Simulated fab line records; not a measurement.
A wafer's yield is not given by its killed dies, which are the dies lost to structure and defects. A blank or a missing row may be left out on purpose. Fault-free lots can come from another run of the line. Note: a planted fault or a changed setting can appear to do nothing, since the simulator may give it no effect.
Split-lot study	flow n5Finfet	on a route of 1938 steps: 7 lots, 21 wafers read

== SPLIT DETAILS ==
At N5_BEOL_M1_DESCUM_33 (chemistry O2, time 7 s), the setting timeS was moved away from the recipe's 7 s on 10 of the 21 wafers read, by -18.9% to +18.1%. All remaining wafers had this setting at the recipe value.

== FROM THE SPLIT TO THE READING: what the file shows between them, 3 steps ==
- N5_BEOL_M1_ETCH_77: etches underlayer in N2/H2, target depth 6.5 nm, time 5.2 s
- N5_BEOL_M1_ETCH_69: etches SiARC in CF4, target depth 15.6 nm, time 26 s
- N5_BEOL_M1_ALD_98: deposits SiO2, target thk 2.5 nm, pulse time 1 s, co reactant pulse time 1 s

== THE READING ==
CAR-EUV_of_BEOL_M1_COAT_22.thkNm (the simulator's own value, which no gauge read), in nm, at N5_BEOL_M1_ETCHBACK_99 (etches SiO2 in CHF3, target depth 5 nm, time 10.4 s). There is no usual value for it anywhere in the file. Across the 11 wafers here that went through the recipe, the average is 10.3 nm and the standard deviation 0.16 nm.

wafer	tool, chamber at the split	timeS as run, s	against the recipe	CAR-EUV_of_BEOL_M1_COAT_22.thkNm, nm	against lot-mates on the recipe
L078.1	rieDiel-04, 3	7	recipe	10.2	-
L078.6	rieDiel-04, 3	7	recipe	10.2	-
L078.2	rieDiel-04, 1	5.742	-18.0%	11	+0.8
L079.3	rieDiel-04, 3	7	recipe	10.2	-
L079.4	rieDiel-04, 2,3	5.679	-18.9%	11.2	+1.0
L079.5	rieDiel-04, 2,3	5.679	-18.9%	11	+0.8
L087.3	rieDiel-04, 3,2,3	7	recipe	10.2	-
L087.4	rieDiel-04, 3,2,3	7	recipe	10.2	-
L087.6	rieDiel-04, 3,2,3	7	recipe	10.2	-
L088.4	rieDiel-06, 2,0	7.967	+13.8%	10	-0.6
L088.6	rieDiel-06, 2,0	7.967	+13.8%	10	-0.6
L088.5	rieDiel-06, 1	7	recipe	10.6	-
L091.1	rieDiel-06, 2,0	7	recipe	10.2	-
L091.3	rieDiel-06, 0	8.27	+18.1%	9.6	-0.7
L091.4	rieDiel-06, 2,0	7	recipe	10.4	-
L093.1	rieDiel-04, 0	7	recipe	10.2	-
L093.3	rieDiel-04, 3,2	5.968	-14.7%	10.8	+0.6
L093.4	rieDiel-04, 3,2	5.968	-14.7%	10.8	+0.6
L097.2	rieDiel-02, 2	7	recipe	10.6	-
L097.4	rieDiel-02, 1,2	6.545	-6.5%	10.8	+0.2
L097.5	rieDiel-02, 1,2	6.545	-6.5%	10.8	+0.2
Rows listing several chambers each stand for several wafers; the file does not say which wafer went through which chamber.

FIT RESULTS
A straight line over all 21 wafers: CAR-EUV_of_BEOL_M1_COAT_22.thkNm changes by -0.0364 nm for each +1% of timeS; r = -0.92; the points scatter about the line by 0.16 nm.
The same after taking each lot's own level away (the mean of its wafers on the recipe; 21 wafers): -0.0432 nm for each +1%; r = -0.99; scatter 0.064 nm.
On that fit, the largest move of timeS shifts the reading by 0.81 nm.
From 10.20 to 10.60 nm: that is the span of the lots' own levels, equal to 2.6 times the standard deviation above.
Thus the slope moves with the lot-to-lot level: the two fits are different.
Check: for one of the wafers moved furthest among these (-18.9%), held out of the fit, the line's prediction against its lot-mates is +0.778 nm. It came out at +1 nm against them.

== OTHER SPLITS ON THESE WAFERS ==
Note: prior to the reading, these wafers also went through further splits. Each is held against what the fit with the lots' levels taken away leaves over:
other split on the same wafers	wafers away from the commonest value	r with CAR-EUV_of_BEOL_M1_COAT_22.thkNm (lot level and that fit taken away)
N5_HKMG_FIN_ETCH_31 biasW	7	-0.02
N5_MOL_CONTACT_COAG_CONTACT_ETCH_14 sourceW	4	-0.33
N5_MOL_CONTACT_COAG_ETCHBACK_135 timeS	7	+0.27
N5_MOL_CONTACT_COAG_VIA_ETCH_46 biasW	6	+0.30
N5_BEOL_M0_SAQP_COAT_105 spinRpm	9	+0.17
N5_BEOL_M0_DEP_125 timeS	8	-0.14
N5_BEOL_M1_ILD_DEP_00 timeS	6	-0.28
N5_BEOL_M1_EXPOSE_25 doseMj	6	-0.48

== THE WHOLE CHAIN: every reading that the file lists as answering this split, in the file's order ==
step	what it does	reading	change (the file's fit)	r (the file's)
N5_BEOL_M1_DESCUM_33	chemistry O2, time 7 s	CAR-EUV_of_BEOL_M1_COAT_22.thkNm (the simulator's own value, which no gauge read)	-0.0403 nm for each +1% of the setting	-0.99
N5_BEOL_M1_ETCH_77	etches underlayer in N2/H2, target depth 6.5 nm, time 5.2 s	CAR-EUV_of_BEOL_M1_COAT_22.thkNm (the simulator's own value, which no gauge read)	-0.0354 nm for each +1% of the setting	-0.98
N5_BEOL_M1_ETCH_69	etches SiARC in CF4, target depth 15.6 nm, time 26 s	CAR-EUV_of_BEOL_M1_COAT_22.thkNm (the simulator's own value, which no gauge read)	-0.0374 nm for each +1% of the setting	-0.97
N5_BEOL_M1_ETCHBACK_99	etches SiO2 in CHF3, target depth 5 nm, time 10.4 s	CAR-EUV_of_BEOL_M1_COAT_22.thkNm (the simulator's own value, which no gauge read)	-0.0428 nm for each +1% of the setting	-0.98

== FILE'S OWN FIT ==
CAR-EUV_of_BEOL_M1_COAT_22.thkNm changes by -0.0428 nm for each +1% of timeS, r = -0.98.
